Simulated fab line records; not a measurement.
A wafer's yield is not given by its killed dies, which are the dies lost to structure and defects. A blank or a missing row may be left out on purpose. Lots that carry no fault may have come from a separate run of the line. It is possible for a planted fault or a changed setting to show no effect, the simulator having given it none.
The tool behind it: which one? | flow nandHarc | 11 lots, 33 wafers sampled, at 1 step of a route of 1302

== WHAT EACH GAUGE READ, for each wafer ==
NHARC_A_ONON_D2_THK_MEAS_34: measures by ellipsometry.
lot  | measured     | on           | thkNm (nm)
L076 | day 13 14:24 | filmMetro-02 | 197.2 199.5 200.2
L078 | day 14 12:20 | filmMetro-02 | 199.8 200.0 200.6
L079 | day 15 00:28 | filmMetro-01 | 193.6 197.4 200.7
L082 | day 16 03:22 | filmMetro-01 | 199.3 200.3 204.0
L083 | day 16 14:37 | filmMetro-01 | 196.6 201.6 203.0
L085 | day 17 05:08 | filmMetro-02 | 197.1 196.8 201.8
L088 | day 19 03:45 | filmMetro-02 | 194.4 199.9 200.5
L090 | day 19 15:49 | filmMetro-01 | 196.2 200.7 201.8
L091 | day 20 09:11 | filmMetro-02 | 193.9 197.0 198.9
L094 | day 21 14:16 | filmMetro-01 | 195.6 198.8 201.5
L097 | day 22 20:24 | filmMetro-01 | 197.5 197.6 198.9

== WHAT TOOL EACH LOT RAN ON (gives the tool, then ch and the chambers of the sampled wafers, and finally the start) ==
There is no process step in the record ahead of these readings.

== THE ANSWER, worked out from the rows above alone ==
Rule: the lots themselves supply what counts as usual. Put in order of their means at a reading, lots are off if they are a third of the lots or fewer, leave a main group of 4 or more, and stand apart from it by a gap of 3 or more times the standard deviation of the main group's means; of several such gaps the widest counts. If all means in a main group match to the digits the tables above print for the reading, that group is not used. Also off: a lot with no number at a reading for which 4 or more lots have one. Any other lot the step has rows for is counted as sound.
Across all readings shown, no lot is off: no conclusion can be drawn from this.

== WHAT WAS PUT IN BY THE SIMULATOR ==
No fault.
